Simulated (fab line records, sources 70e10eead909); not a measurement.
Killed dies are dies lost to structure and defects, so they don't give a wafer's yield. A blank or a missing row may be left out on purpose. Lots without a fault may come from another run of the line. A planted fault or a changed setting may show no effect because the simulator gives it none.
Chamber matching | flow nand_harc | NHARC_A_STAIRCASE_DEP_301 on pecvd-03: 3 sister chambers
The step deposits SiON, target thk 30 nm. 6 wafers are shown with their chamber, then 7 later ones without.

WAFERS WITH THEIR CHAMBER
wafer  | chamber | showerhead_vpp_V (V) | heater_power_w (W)
L216.6 | 1       | 1055                 | 653
L225.3 | 0       | 1148                 | 664
L225.4 | 2       | 1132                 | 734
L225.6 | 1       | 1083                 | 606
L224.1 | 2       | 1150                 | 748
L224.2 | 0       | 1142                 | 670

WAFERS WITHOUT THEIR CHAMBER
wafer  | showerhead_vpp_V (V) | heater_power_w (W)
L224.6 | 1157                 | 733
L227.4 | 1154                 | 710
L227.5 | 1063                 | 586
L227.6 | 1141                 | 714
L228.1 | 1153                 | 745
L228.2 | 1080                 | 658
L228.5 | 1154                 | 769

WHICH CHAMBER EACH WENT THROUGH
wafer  | from the rows above     | in truth
L224.6 | 2                       | 2
L227.4 | can't be placed: 2 or 0 | 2
L227.5 | 1                       | 1
L227.6 | can't be placed: 2 or 0 | 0
L228.1 | 2                       | 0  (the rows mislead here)
L228.2 | 1                       | 1
L228.5 | 2                       | 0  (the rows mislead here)
Placed correctly: 3 of 7. Can't be placed from these rows: 2 (the true chamber is among the candidates in 2). Placed wrongly: 2.
How it was worked out, from the rows above alone: a wafer's distance from a chamber is the root of the sum, over the readings, of the square of ((its reading less the chamber's mean) divided by the reading's scatter). The wafer belongs to the nearest chamber; if the next one is less than 2 further off, it can't be placed. A chamber's mean is the mean of its shown wafers. The scatter: the root of (the sum of the squares of (reading less its chamber's mean) over the shown wafers, divided by (wafers less chambers)).
